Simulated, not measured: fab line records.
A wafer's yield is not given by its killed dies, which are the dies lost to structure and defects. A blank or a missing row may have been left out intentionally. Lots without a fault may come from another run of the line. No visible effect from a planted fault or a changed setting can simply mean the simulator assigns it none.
fab line records	flow n5_finfet
[record] lots = 7	wafers = 21
route steps=1938 shown SD_EPI_N@288 SD_EPI_P@321 SD_ACTIVATION@330 ILD0@338 HKMG_FIN@428 GATE_CUT@469 MOL_CONTACT_COAG@551 BEOL_M0_SAQP@643
start_h: hours from the record's first day to the start of the lot's first wafer shown	wait_h: hours elapsed since this lot's preceding step	" as in the row above	L1.1+2: several wafers, shown together as one row	- no value, or no start given	* or withheld: withheld	< > ~ a bound
route shown NAME@n: NAME is a module with steps in the file, n the number in the route of the first one	usual: average and standard deviation across the fault-free wafers	same: alike in all rows	chamber/n: place in a boat	sites: readings site by site	_std_site: the values' standard deviation	_edge_site: outer sites' mean less inner sites'	radius_mm: how far each site lies from the wafer's centre	mask NAME#n: copy n	behind: the last tool/chamber to shape the wafer	hold: why the lot went on hold/how many hours it stayed there/how the hold came to an end	device: transistor that didn't switch, given as n, p or np	end of line: the tests these same wafers got at the end of their route	a step without rows: its recipe alone	killed: not the wafer's yield, but the dies lost to structure and defects at the first sort	map: per-die view of a wafer (x killed, . not killed, _ where there is no die)
set.NAME: the setting the step ran with; set.NAME@STEP: the setting that earlier step ran with	model.NAME: the simulator's own value behind a step, which no gauge read
lots whose settings were changed on purpose; a table a step, a row a wafer
[[steps]]
[step N5_SD_EPI_N_EPI_21]
[recipe] material = Si:P	dopant = P	temp_c = 680	pressure_torr = 255	time_s = 690
lot.wafer	tool	chamber	start_h	wait_h	set.epi_growth_time_s	model.Si-P_of_SD_EPI_N_EPI_21.thk_nm
L080.1+5	epi_rpcvd-02	0	86.90	0.1	690	58.4
L080.2	"	0	"	"	690	59.2
L081.3	epi_rpcvd-04	0	92.50	0.7	728.3	61.6
L081.4	"	0	"	"	690	59
L081.6	"	0	"	"	690	58.2
L084.1	epi_rpcvd-04	0	111.62	0.1	690	60.6
L084.4	"	0	"	"	690	60.8
L084.5	"	0	"	"	669.6	59.2
L088.1+2	epi_rpcvd-03	0	137.18	0.1	690	58.2
L088.3	"	0	"	"	690	58.8
L091.1	epi_rpcvd-03	0	154.36	0.1	647.6	54.8
L091.5	"	0	155.48	1.1	690	57.4
L091.6	"	0	"	"	647.6	54.6
L093.1	epi_rpcvd-03	0	162.71	0.1	732.8	61.4
L093.2	"	0	"	"	690	59.2
L093.5	"	0	"	"	690	58.8
L095.3	epi_rpcvd-04	0	177.17	0.9	717	61.4
L095.4	"	0	"	"	690	59
L095.6	"	0	"	"	717	60.2
[step N5_SD_EPI_N_EPI_MEAS_23]
[recipe] mode = xrd
[usual] thk_nm = 58.7/1.2
lot.wafer	tool	chamber	start_h	wait_h	set.epi_growth_time_s@SD_EPI_N_EPI_21	thk_nm
L080.1	film_metro-02	-	88.61	1.4	690	58.6
L080.2	"	-	"	"	690	60.8
L080.5	"	-	"	"	690	60.1
L081.3	film_metro-02	-	93.66	0.9	728.3	62.2
L081.4	"	-	"	"	690	58.4
L081.6	"	-	"	"	690	57.6
L084.1	film_metro-02	-	113.34	1.4	690	61.4
L084.4	"	-	"	"	690	59.9
L084.5	"	-	"	"	669.6	59.3
L088.1	film_metro-02	-	138.90	1.4	690	57.9
L088.2	"	-	"	"	690	57.3
L088.3	"	-	"	"	690	57.6
L091.1	film_metro-02	-	156.12	1.5	647.6	53.8
L091.5	"	-	"	"	690	56.8
L091.6	"	-	"	"	647.6	53.4
L093.1	film_metro-02	-	164.43	1.4	732.8	61.3
L093.2	"	-	"	"	690	56.5
L093.5	"	-	"	"	690	59.4
L095.3	film_metro-02	-	178.70	1.2	717	61.5
L095.4	"	-	"	"	690	58.8
L095.6	"	-	"	"	717	60.1
[step N5_SD_EPI_N_PRECLEAN_24]
[recipe] chemistry = O3/DIW	time_s = 60	temp_c = 22	o3_ppm = 10
[step N5_SD_EPI_N_SRD_25]
[recipe] time_s = 30	temp_c = 23	rinse_liquid = diw	dry = ipa_marangoni
[step N5_SD_EPI_P_EPI_21]
[recipe] material = SiGe:B	dopant = B	temp_c = 550	pressure_torr = 20	ambient = H2	time_s = 355
[step N5_SD_EPI_P_HM_STRIP_48]
[recipe] chemistry = H3PO4	temp_c = 160	material = SiNx	target = SiNx	target_depth_a = 30	overetch_fraction = 0.3
lot.wafer	tool	chamber	start_h	wait_h	set.epi_growth_time_s@SD_EPI_N_EPI_21	model.Si-P_of_SD_EPI_N_EPI_21.thk_nm
L080.1+5	wet_bench-04	3,0	94.65	0.0	690	57.8
L080.2	"	6	"	"	690	58.6
L081.3	wet_bench-02	2	99.83	0.0	728.3	60.8
L081.4	"	7	"	"	690	58.2
L081.6	"	6	"	"	690	57.6
L084.1+4	wet_bench-02	6,5	118.16	0.0	690	60
L084.5	"	2	"	"	669.6	58.4
L088.1	wet_bench-02	1	143.54	0.0	690	57.6
L088.2	"	2	"	"	690	57.4
L088.3	"	0	"	"	690	58.2
L091.1	wet_bench-02	6	161.23	0.0	647.6	54.2
L091.5	"	7	"	"	690	56.6
L091.6	"	1	"	"	647.6	54
L093.1	wet_bench-04	5	169.77	0.0	732.8	60.8
L093.2	"	1	"	"	690	58.4
L093.5	"	2	"	"	690	58
L095.3	wet_bench-04	4	185.49	0.0	717	60.8
L095.4	"	6	"	"	690	58.4
L095.6	"	2	"	"	717	59.6
[step N5_SD_EPI_P_SRD_49]
[recipe] dry = ipa_marangoni	time_s = 30	temp_c = 23	rinse_liquid = diw
[step N5_SD_EPI_P_PRECLEAN_24]
[recipe] chemistry = O3/DIW	time_s = 45	temp_c = 22	o3_ppm = 10
[step N5_SD_ACTIVATION_RTA_00]
[recipe] temp_c = 975	time_s = 0	ambient = N2	idle_temp_c = 600	ramp_up_c_per_s = 150	ramp_down_c_per_s = 60	cool_to_c = 600
[step N5_SD_ACTIVATION_LSA_01]
[recipe] temp_c = 1080	time_s = 0.0008	ambient = N2
[step N5_SD_ACTIVATION_RS_MEAS_03]
[recipe] thk_meas_gauge = four-point-probe
[usual] RS_SD_N = 21.95/0.3	RS_SD_P = 55.8/0.84
lot.wafer	tool	chamber	start_h	wait_h	set.epi_growth_time_s@SD_EPI_N_EPI_21	RS_SD_N[ohm/sq]	RS_SD_P[ohm/sq]
L080.1	film_metro-02	-	95.32	0.2	690	21.98	55.0
L080.2	"	-	"	"	690	21.79	54.8
L080.5	"	-	"	"	690	22.07	55.7
L081.3	film_metro-02	-	100.63	0.2	728.3	21.10	55.1
L081.4	"	-	"	"	690	22.14	56.4
L081.6	"	-	"	"	690	22.28	54.6
L084.1	film_metro-02	-	118.76	0.2	690	21.16	56.6
L084.4	"	-	"	"	690	21.52	56.4
L084.5	"	-	"	"	669.6	22.14	56.8
L088.1	film_metro-02	-	144.11	0.2	690	21.93	54.7
L088.2	"	-	"	"	690	22.30	54.8
L088.3	"	-	"	"	690	21.86	54.8
L091.1	film_metro-02	-	161.81	0.2	647.6	23.49	55.1
L091.5	"	-	"	"	690	22.59	54.9
L091.6	"	-	"	"	647.6	23.77	55.4
L093.1	film_metro-02	-	170.35	0.2	732.8	21.25	55.5
L093.2	"	-	"	"	690	22.08	54.9
L093.5	"	-	"	"	690	22.20	55.0
L095.3	film_metro-02	-	186.13	0.2	717	21.12	54.5
L095.4	"	-	"	"	690	21.58	55.7
L095.6	"	-	"	"	717	21.19	54.3
[step N5_ILD0_CMP_03]
[recipe] stop_on = SiNx	t_overpolish_s = 1.9	post_cmp_clean = alkaline_brush	down_force_psi = 4.1491	platen_rpm = 51.796	pad_velocity_m_s = 1.0306	target_thk_nm = 197.38
[usual] time_to_endpoint_s = 70/4
lot.wafer	tool	chamber	start_h	wait_h	set.down_force_psi	time_to_endpoint_s
L080.2	cmp-01	3	98.34	0.1	4.1491	71
L080.1	"	0	"	"	4.1491	69
L080.5	"	2	"	"	4.1491	68
L081.3	cmp-01	1	103.31	0.0	4.1491	69
L081.4	"	2	"	"	4.1491	66
L081.6	"	1	"	"	4.1491	67
L084.1	cmp-04	3	121.49	0.0	4.1491	70
L084.4	"	0	"	"	4.1491	75
L084.5	"	0	"	"	4.1491	73
L088.2	cmp-03	2	146.84	0.0	4.953	51
L088.1	"	0	"	"	4.953	53
L088.3	"	1	"	"	4.1491	59
L091.1	cmp-01	2	164.55	0.0	4.1491	68
L091.5	"	2	"	"	3.817	78
L091.6	"	3	"	"	3.817	75
L093.1	cmp-04	2	173.12	0.1	3.458	91
L093.2	"	3	"	"	4.1491	75
L093.5	"	1	"	"	3.458	93
L095.3	cmp-01	3	189.10	0.0	3.898	74
L095.4	"	0	"	"	4.1491	73
L095.6	"	0	"	"	3.898	76
[step N5_HKMG_FIN_PEB_10]
[recipe] peb_temp_c = withheld	peb_time_s = 60	resist = CAR-ArF
lot.wafer	tool	chamber	start_h	wait_h	set.peb_time_s
L080.1+2+5	litho_track-05	0	111.41	0.1	60
L081.3	litho_track-02	0	116.73	0.0	49.16
L081.4+6	"	0	"	"	60
L084.1+5	litho_track-03	0	135.35	0.1	60
L084.4	"	0	"	"	56.48
L088.1+3	litho_track-03	0	161.61	0.1	60
L088.2	"	0	"	"	66.54
L091.1+6	litho_track-05	0	177.83	0.1	51.6
L091.5	"	0	"	"	60
L093.1	litho_track-02	0	187.20	0.1	60
L093.2+5	"	0	"	"	73.2
L095.3	litho_track-05	0	202.34	0.0	52.48
L095.4+6	"	0	"	"	60
[step N5_HKMG_FIN_DEVELOP_11]
[recipe] develop_time_s = 30	developer = TMAH	resist = CAR-ArF	dev_temp_c = 23	rinse_liquid = diw	dry = air_spin
[step N5_HKMG_FIN_CD_MEAS_12]
[recipe] target_cd_nm = 92.8	landing_energy_ev = 500	detector = se_inlens
[usual] cd_nm = 93.5/0.65
lot.wafer	tool	chamber	start_h	wait_h	set.peb_time_s@HKMG_FIN_PEB_10	cd_nm
L080.1	cd_sem-03	0	111.48	-	60	94.9
L080.2	"	0	"	"	60	94.4
L080.5	"	0	"	"	60	94.0
L081.3	cd_sem-03	0	116.80	-	49.16	86.7
L081.4	"	0	"	"	60	92.9
L081.6	"	0	"	"	60	93.3
L084.1	cd_sem-01	0	135.42	-	60	93.6
L084.4	"	0	"	"	56.48	92.0
L084.5	"	0	"	"	60	93.1
L088.1	cd_sem-03	0	161.68	-	60	93.4
L088.2	"	0	"	"	66.54	97.9
L088.3	"	0	"	"	60	94.3
L091.1	cd_sem-03	0	177.90	-	51.6	88.1
L091.5	"	0	"	"	60	94.7
L091.6	"	0	"	"	51.6	88.9
L093.1	cd_sem-02	0	187.26	-	60	93.4
L093.2	"	0	"	"	73.2	99.0
L093.5	"	0	"	"	73.2	99.2
L095.3	cd_sem-02	0	202.40	-	52.48	87.5
L095.4	"	0	"	"	60	92.6
L095.6	"	0	"	"	60	92.0
[step N5_HKMG_FIN_DESCUM_17]
[recipe] chemistry = O2	time_s = 7.9	source_power_w = 50	bias_power_w = 20	pressure_mtorr = 20	rf_frequency_hz = 2.712e+07	temp_c = 40	resist = CAR-ArF	o2_flow_sccm = 225
lot.wafer	tool	chamber	start_h	wait_h	set.peb_time_s@HKMG_FIN_PEB_10	model.HKMG_FIN.cd_nm
L080.1	rie_diel-02	2	111.65	0.1	60	94.8
L080.2	"	3	"	"	60	94.4
L080.5	"	0	"	"	60	93.8
L081.3	rie_diel-03	2	116.88	0.0	49.16	86.8
L081.4	"	2	"	"	60	93
L081.6	"	3	"	"	60	93.6
L084.1	rie_diel-03	3	135.58	0.1	60	93.6
L084.4	"	0	"	"	56.48	92
L084.5	"	3	"	"	60	93.4
L088.1	rie_diel-03	1	161.77	0.0	60	93.8
L088.2	"	3	"	"	66.54	98.2
L088.3	"	0	"	"	60	94.4
L091.1	rie_diel-03	1	177.99	0.0	51.6	88
L091.5	"	0	"	"	60	94.8
L091.6	"	1	"	"	51.6	88.6
L093.1	rie_diel-02	2	187.67	0.3	60	93.4
L093.2	"	0	"	"	73.2	99
L093.5	"	0	"	"	73.2	99.4
L095.3	rie_diel-06	1	202.49	0.0	52.48	87.4
L095.4	"	0	"	"	60	92.8
L095.6	"	2	"	"	60	92.2
[step N5_GATE_CUT_ETCH_58]
[recipe] chemistry = CH3F/O2	target = SiNx	target_depth_a = 170	time_s = 128.6	ion_energy_ev = 50	pressure_mtorr = 30	source_w = 415	bias_w = 21	Ar_flow_sccm = 150	CH3F_flow_sccm = 30	O2_flow_sccm = 20
[usual] rf_vpp_V = 99.1/0.93
lot.wafer	tool	chamber	start_h	wait_h	set.bias_w	rf_vpp_V	model.etch.depth_nm
L080.1	rie_diel-05	0	116.73	0.2	21	100.0	17.23
L080.2	"	1	"	"	21	98.0	16.52
L080.5	"	3	"	"	21	99.6	16.66
L081.3	rie_diel-04	2	121.71	0.1	24.37	107.9	18.32
L081.4	"	1	"	"	24.37	109.8	17.85
L081.6	"	3	"	"	21	98.1	16.47
L084.1	rie_diel-04	3	140.51	0.1	21	98.6	16.46
L084.4	"	1	"	"	21	100.3	16.72
L084.5	"	2	"	"	21	97.0	16.91
L088.1	rie_diel-04	2	166.52	0.1	21	97.8	16.85
L088.2	"	0	"	"	22.99	106.0	17.69
L088.3	"	1	"	"	21	99.3	16.63
L091.1	rie_diel-05	2	182.84	0.0	19.7	94.4	16.56
L091.5	"	2	"	"	21	99.8	16.98
L091.6	"	1	"	"	19.7	95.4	15.98
L093.1	rie_diel-04	3	192.55	0.0	21	99.9	16.56
L093.2	"	1	"	"	21	100.2	16.81
L093.5	"	3	"	"	19.3	94.3	15.82
L095.3	rie_diel-01	1	207.56	0.0	19.88	95.5	16.82
L095.4	"	0	"	"	21	100.2	16.84
L095.6	"	2	"	"	21	98.2	17.01
[step N5_GATE_CUT_COAT_27]
[recipe] resist = underlayer	temp_c = 205	time_s = 60	spin_rpm = 1500	resist_thk_nm = 10
lot.wafer	tool	chamber	start_h	wait_h	set.spin_rpm	model.underlayer_of_GATE_CUT_COAT_27.thk_nm
L080.1+2+5	litho_track-01	0	-	-	1500	10
L081.3+4	litho_track-01	0	-	-	1615	9.6
L081.6	"	0	"	"	1500	10
L084.1	litho_track-01	0	-	-	1379	10.4
L084.4+5	"	0	"	"	1500	10
L088.1	litho_track-04	0	-	-	1571	9.8
L088.2+3	"	0	"	"	1500	10
L091.1+5	litho_track-05	0	-	-	1398	10.4
L091.6	"	0	"	"	1500	10
L093.1+2	litho_track-05	0	-	-	1443	10.2
L093.5	"	0	"	"	1500	10
L095.3+4	litho_track-01	0	-	-	1500	10
L095.6	"	0	"	"	1639	9.6
[step N5_GATE_CUT_COAT_07]
[recipe] resist = CAR-EUV	spin_rpm = 1500	resist_thk_nm = 30
[step N5_GATE_CUT_EBR_09]
[recipe] solvent = PGMEA	ebr_width_mm = 1.5
[step N5_GATE_CUT_DESCUM_18]
[recipe] chemistry = O2	time_s = 7	source_power_w = 50	bias_power_w = 20	pressure_mtorr = 20	rf_frequency_hz = 2.712e+07	temp_c = 40	resist = CAR-EUV	o2_flow_sccm = 225
[step N5_GATE_CUT_ETCH_28]
[recipe] chemistry = N2/H2	target = underlayer	target_depth_a = 130	mask_material = CAR-EUV	time_s = 10.4	ion_energy_ev = 200	pressure_mtorr = 30	source_w = 840	bias_w = 150	n2_flow_sccm = 200	h2_flow_sccm = 200	ends = cleared
lot.wafer	tool	chamber	start_h	wait_h	set.spin_rpm@GATE_CUT_COAT_27	model.CAR-EUV_of_GATE_CUT_COAT_07.thk_nm	model.etch.depth_nm
L080.1+5	rie_diel-01	0	120.63	0.0	1500	14.8	10.05
L080.2	"	1	"	"	1500	14.8	10.04
L081.3	rie_diel-04	1	125.54	0.0	1615	14.8	9.666
L081.4	"	2	"	"	1615	15	9.626
L081.6	"	2	"	"	1500	14.6	10.02
L084.1	rie_diel-01	2	144.23	0.0	1379	14	10.44
L084.4+5	"	2,0	"	"	1500	14.6	10.04
L088.1	rie_diel-05	0	170.44	0.0	1571	14.8	9.764
L088.2+3	"	1,2	"	"	1500	14.6	9.989
L091.1	rie_diel-05	2	187.75	0.0	1398	14.2	10.37
L091.5	"	3	"	"	1398	14	10.35
L091.6	"	0	"	"	1500	14.8	9.99
L093.1	rie_diel-04	3	196.03	0.0	1443	14.4	10.18
L093.2	"	0	"	"	1443	14.4	10.2
L093.5	"	2	"	"	1500	14.6	9.971
L095.3	rie_diel-04	0	211.09	0.0	1500	14.8	10.02
L095.4	"	2	"	"	1500	14.6	10.02
L095.6	"	0	"	"	1639	15.2	9.588
[step N5_GATE_CUT_ETCH_36]
[recipe] chemistry = CF4	target = SiARC	target_depth_a = 130	mask_material = CAR-EUV	time_s = 21.7	ion_energy_ev = 80	pressure_mtorr = 40	source_w = 545	bias_w = 36	Ar_flow_sccm = 100	cf4_flow_sccm = 100	ends = cleared
lot.wafer	tool	chamber	start_h	wait_h	set.spin_rpm@GATE_CUT_COAT_27	model.CAR-EUV_of_GATE_CUT_COAT_07.thk_nm
L080.1	rie_diel-01	0	120.66	0.0	1500	7.2
L080.2+5	"	1,0	"	"	1500	7
L081.3+4	rie_diel-04	1,2	125.56	0.0	1615	7.2
L081.6	"	2	"	"	1500	7
L084.1	rie_diel-01	2	144.25	0.0	1379	6.4
L084.4+5	"	2,0	"	"	1500	7
L088.1	rie_diel-05	0	170.46	0.0	1571	7.2
L088.2+3	"	1,2	"	"	1500	7
L091.1	rie_diel-05	2	187.77	0.0	1398	6.4
L091.5	"	3	"	"	1398	6.2
L091.6	"	0	"	"	1500	7
L093.1+2	rie_diel-04	3,0	196.05	0.0	1443	6.8
L093.5	"	2	"	"	1500	7
L095.3	rie_diel-04	0	211.11	0.0	1500	7
L095.4	"	2	"	"	1500	6.8
L095.6	"	0	"	"	1639	7.4
[step N5_MOL_CONTACT_COAG_SPUTTER_130]
[recipe] material = Co	target_thk_a = 475	temp_c = 25	chamber_pressure_pa = 0.5	power_w = 3000
lot.wafer	tool	chamber	start_h	wait_h	set.power_w	model.Co_of_MOL_CONTACT_COAG_SPUTTER_130.thk_nm
L080.1+5	pvd_sputter-02	-	130.98	0.0	3000	48.4
L080.2	"	-	"	"	3000	47.4
L081.3	pvd_sputter-01	-	135.74	0.0	3000	47.2
L081.4	"	-	"	"	3370	52.4
L081.6	"	-	"	"	3370	52.2
L084.1+4+5	pvd_sputter-01	-	152.55	0.0	3000	47.2
L088.1	pvd_sputter-02	-	183.24	0.0	3000	47
L088.2	"	-	"	"	2598	40
L088.3	"	-	"	"	2598	41.4
L091.1	pvd_sputter-01	-	198.50	0.0	2696	41.8
L091.5	"	-	"	"	3000	47.8
L091.6	"	-	"	"	3000	46.6
L093.1	pvd_sputter-02	-	205.69	0.0	3000	47.6
L093.2	"	-	"	"	3214	51.4
L093.5	"	-	"	"	3214	51.2
L095.3	pvd_sputter-01	-	221.74	0.0	3000	46.8
L095.4	"	-	"	"	3000	47
L095.6	"	-	"	"	3000	46.2
[step N5_MOL_CONTACT_COAG_DESCUM_45]
[recipe] chemistry = O2	time_s = 7	source_power_w = 50	bias_power_w = 20	pressure_mtorr = 20	rf_frequency_hz = 2.712e+07	temp_c = 40	resist = CAR-EUV	o2_flow_sccm = 225
lot.wafer	tool	chamber	start_h	wait_h	set.time_s	model.CAR-EUV_of_MOL_CONTACT_COAG_COAT_34.thk_nm
L080.1+2	rie_diel-03	3,0	136.34	0.1	7	36
L080.5	"	1	"	"	7	35.8
L081.3	rie_diel-03	3	141.99	0.0	7	36.4
L081.4	"	2	"	"	7.514	36
L081.6	"	0	"	"	7	36.2
L084.1+5	rie_diel-02	1	158.98	0.2	7	36
L084.4	"	3	"	"	5.996	36.4
L088.1	rie_diel-02	3	190.15	0.0	7	35.8
L088.2+3	"	0,2	"	"	7.45	35.6
L091.1	rie_diel-03	2	204.69	0.1	7	36
L091.5	"	2	"	"	8.091	35.4
L091.6	"	3	"	"	8.091	35.6
L093.1	rie_diel-02	3	211.33	0.0	5.805	37
L093.2+5	"	2,0	"	"	7	36.2
L095.3+4+6	rie_diel-02	3,0,3	227.15	0.0	7	36
[step N5_MOL_CONTACT_COAG_ALD_133]
[recipe] material = SiO2	target_thk_a = 50	temp_c = 100	ald_precursor_family = BDEAS	ald_co_reactant = O2-plasma	pulse_time_s = 1	co_reactant_pulse_time_s = 1	purge_time_s = 2	co_reactant_purge_time_s = 2	ald_cycles = 35	pressure_torr = 2
lot.wafer	tool	chamber	start_h	wait_h	set.ald_cycles	model.SiO2_of_MOL_CONTACT_COAG_ALD_133.thk_nm
L080.1+2+5	ald_sin-04	2,1,3	136.47	0.1	35	5
L081.3	ald_sin-03	0	142.12	0.1	35	5
L081.4+6	"	2,3	"	"	34	4.8
L084.1	ald_sin-02	3	159.11	0.1	35	5
L084.4+5	"	0,1	"	"	37	5.2
L088.1+2+3	ald_sin-02	1,0,2	190.31	0.1	35	5
L091.1+6	ald_sin-02	0,1	205.12	0.3	35	5
L091.5	"	0	"	"	37	5.2
L093.1+2	ald_sin-04	3,2	211.52	0.1	35	5
L093.5	"	3	"	"	33	4.6
L095.3+6	ald_sin-03	2,1	227.70	0.5	39	5.6
L095.4	"	1	"	"	35	5
[step N5_BEOL_M0_SAQP_COAT_08]
[recipe] resist = CAR-ArF	spin_rpm = 1500	resist_thk_nm = 90
lot.wafer	tool	chamber	start_h	wait_h	set.spin_rpm	model.CAR-ArF_of_BEOL_M0_SAQP_COAT_08.thk_nm
L080.1+2+5	litho_track-01	0	-	-	1500	90.2
L081.3	litho_track-05	0	-	-	1338	95.4
L081.4	"	0	"	"	1338	95.2
L081.6	"	0	"	"	1500	90
L084.1	litho_track-01	0	-	-	1386	94
L084.4	"	0	"	"	1500	90.2
L084.5	"	0	"	"	1500	90.4
L088.1	litho_track-05	0	-	-	1385	93.2
L088.2	"	0	"	"	1500	90
L088.3	"	0	"	"	1500	89.8
L091.1+5	litho_track-05	0	-	-	1657	85.8
L091.6	"	0	"	"	1500	90.2
L093.1	litho_track-01	0	-	-	1381	93.8
L093.2+5	"	0	"	"	1381	94
L095.3+6	litho_track-05	0	-	-	1332	95.6
L095.4	"	0	"	"	1500	90.2
[step N5_BEOL_M0_SAQP_EBR_10]
[recipe] solvent = PGMEA	ebr_width_mm = 1.5
[step N5_BEOL_M0_SAQP_SOFTBAKE_09]
[recipe] temp_c = 110	time_s = 60	resist = CAR-ArF
[step N5_BEOL_M0_SAQP_EXPOSE_11]
[recipe] mask_id = M0_CORE	na = 1.35	source_shape = dipole	sigma_inner = 0.538	sigma_outer = 0.738	polarization = te	target_cd_nm = 42	dose_mj = 55
[step N5_BEOL_M0_SAQP_PEB_12]
[recipe] peb_temp_c = withheld	peb_time_s = 60	resist = CAR-ArF
[step N5_BEOL_M0_SAQP_DEVELOP_13]
[recipe] develop_time_s = 30	developer = TMAH	resist = CAR-ArF	dev_temp_c = 23	rinse_liquid = diw	dry = air_spin
lot.wafer	tool	chamber	start_h	wait_h	set.spin_rpm@BEOL_M0_SAQP_COAT_08	model.CAR-ArF_of_BEOL_M0_SAQP_COAT_08.thk_nm
L080.1	litho_track-05	0	-	-	1500	88.6
L080.2+5	"	0	"	"	1500	88.4
L081.3+4	litho_track-01	0	-	-	1338	93.6
L081.6	"	0	"	"	1500	88.2
L084.1	litho_track-05	0	-	-	1386	92.2
L084.4	"	0	"	"	1500	88.4
L084.5	"	0	"	"	1500	88.8
L088.1	litho_track-02	0	-	-	1385	91.4
L088.2	"	0	"	"	1500	88.4
L088.3	"	0	"	"	1500	88.2
L091.1	litho_track-02	0	-	-	1657	84
L091.5	"	0	"	"	1657	84.2
L091.6	"	0	"	"	1500	88.6
L093.1	litho_track-01	0	-	-	1381	92
L093.2+5	"	0	"	"	1381	92.2
L095.3	litho_track-02	0	-	-	1332	93.8
L095.4	"	0	"	"	1500	88.4
L095.6	"	0	"	"	1332	94
[[key]]
[split] step = N5_SD_EPI_N_EPI_21	setting = epi_growth_time_s	stated = 690	by = wafer
[response] step = N5_SD_EPI_N_EPI_21	reading = model.Si-P_of_SD_EPI_N_EPI_21.thk_nm	change = +0.455	per = 1%	r = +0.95
[response] step = N5_SD_EPI_N_EPI_MEAS_23	reading = thk_nm	change = *	per = 1%	r = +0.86
[response] step = N5_SD_EPI_P_HM_STRIP_48	reading = model.Si-P_of_SD_EPI_N_EPI_21.thk_nm	change = +0.453	per = 1%	r = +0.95
[response] step = N5_SD_ACTIVATION_RS_MEAS_03	reading = RS_SD_N	change = -0.169	per = 1%	r = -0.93
[split] step = N5_ILD0_CMP_03	setting = down_force_psi	stated = 4.1491	by = wafer
[response] step = N5_ILD0_CMP_03	reading = time_to_endpoint_s	change = *	per = 1%	r = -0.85
[split] step = N5_HKMG_FIN_PEB_10	setting = peb_time_s	stated = 60	by = wafer
[response] step = N5_HKMG_FIN_CD_MEAS_12	reading = cd_nm	change = +0.335	per = 1%	r = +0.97
[response] step = N5_HKMG_FIN_DESCUM_17	reading = model.HKMG_FIN.cd_nm	change = +0.344	per = 1%	r = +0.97
[split] step = N5_GATE_CUT_ETCH_58	setting = bias_w	stated = 21	by = wafer
[response] step = N5_GATE_CUT_ETCH_58	reading = rf_vpp_V	change = +0.71	per = 1%	r = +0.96
[response] step = N5_GATE_CUT_ETCH_58	reading = model.etch.depth_nm	change = +0.0978	per = 1%	r = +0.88
[split] step = N5_GATE_CUT_COAT_27	setting = spin_rpm	stated = 1500	by = wafer
[response] step = N5_GATE_CUT_COAT_27	reading = model.underlayer_of_GATE_CUT_COAT_27.thk_nm	change = -0.0493	per = 1%	r = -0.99
[response] step = N5_GATE_CUT_ETCH_28	reading = model.CAR-EUV_of_GATE_CUT_COAT_07.thk_nm	change = +0.0623	per = 1%	r = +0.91
[response] step = N5_GATE_CUT_ETCH_28	reading = model.etch.depth_nm	change = -0.0497	per = 1%	r = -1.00
[response] step = N5_GATE_CUT_ETCH_36	reading = model.CAR-EUV_of_GATE_CUT_COAT_07.thk_nm	change = +0.0597	per = 1%	r = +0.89
[split] step = N5_MOL_CONTACT_COAG_SPUTTER_130	setting = power_w	stated = 3000	by = wafer
[response] step = N5_MOL_CONTACT_COAG_SPUTTER_130	reading = model.Co_of_MOL_CONTACT_COAG_SPUTTER_130.thk_nm	change = +0.471	per = 1%	r = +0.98
[split] step = N5_MOL_CONTACT_COAG_DESCUM_45	setting = time_s	stated = 7	by = wafer
[response] step = N5_MOL_CONTACT_COAG_DESCUM_45	reading = model.CAR-EUV_of_MOL_CONTACT_COAG_COAT_34.thk_nm	change = -0.0367	per = 1%	r = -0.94
[split] step = N5_MOL_CONTACT_COAG_ALD_133	setting = ald_cycles	stated = 35	by = wafer
[response] step = N5_MOL_CONTACT_COAG_ALD_133	reading = model.SiO2_of_MOL_CONTACT_COAG_ALD_133.thk_nm	change = +0.0507	per = 1%	r = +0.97
[split] step = N5_BEOL_M0_SAQP_COAT_08	setting = spin_rpm	stated = 1500	by = wafer
[response] step = N5_BEOL_M0_SAQP_COAT_08	reading = model.CAR-ArF_of_BEOL_M0_SAQP_COAT_08.thk_nm	change = -0.464	per = 1%	r = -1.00
[response] step = N5_BEOL_M0_SAQP_DEVELOP_13	reading = model.CAR-ArF_of_BEOL_M0_SAQP_COAT_08.thk_nm	change = -0.466	per = 1%	r = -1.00
